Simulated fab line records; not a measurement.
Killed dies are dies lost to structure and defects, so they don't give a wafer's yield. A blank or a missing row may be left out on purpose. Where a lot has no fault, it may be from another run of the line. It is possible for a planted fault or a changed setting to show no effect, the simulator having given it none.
Chamber matching | flow nandHarc | NHARC_A_SGD_CUT_ETCHBACK_24 on rieDiel-11 has 4 sister chambers
The step etches the open film in CH3F/O2, target depth 50 nm, time 92.857 s. 4 wafers are shown with their chamber, then 11 later ones without.

## WAFERS PAIRED WITH THEIR CHAMBERS
wafer  | chamber | drypumpMotorCurrentA (A)
L092.1 | 2       | 5.27
L092.2 | 3       | 6.03
L092.3 | 0       | 5.61
L093.1 | 1       | 5.58

## WAFERS WHOSE CHAMBER IS MISSING
wafer  | drypumpMotorCurrentA (A)
L093.4 | 5.65
L093.5 | 5.28
L095.2 | 5.56
L095.4 | 5.56
L095.6 | 6.03
L096.1 | 5.59
L096.2 | 6.03
L096.5 | 5.62
L097.1 | 6.04
L097.2 | 5.57
L097.6 | 5.63

## THE CHAMBER EACH PASSED THROUGH
wafer  | from the rows above     | in truth
L093.4 | can't be placed: 0 or 1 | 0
L093.5 | 2                       | 2
L095.2 | can't be placed: 1 or 0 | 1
L095.4 | can't be placed: 1 or 0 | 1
L095.6 | 3                       | 3
L096.1 | can't be placed: 1 or 0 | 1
L096.2 | 3                       | 3
L096.5 | can't be placed: 0 or 1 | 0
L097.1 | 3                       | 3
L097.2 | can't be placed: 1 or 0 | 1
L097.6 | can't be placed: 0 or 1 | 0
4 of 11 placed correctly. From these rows, 7 cannot be placed; in 7 the true chamber is one of the candidates. 0 placed wrongly.
How it was worked out, from the rows above alone: a wafer's distance from a chamber is the root of the sum, over the readings, of the square of ((its reading less the chamber's mean) divided by the reading's scatter). The wafer belongs to the nearest chamber; if the next one is less than 2 further off, it can't be placed. A chamber's mean is the mean of its shown wafers. The scatter: with one shown wafer a chamber, the root of the mean of the squares of how far each hidden wafer lies from its nearest shown one.
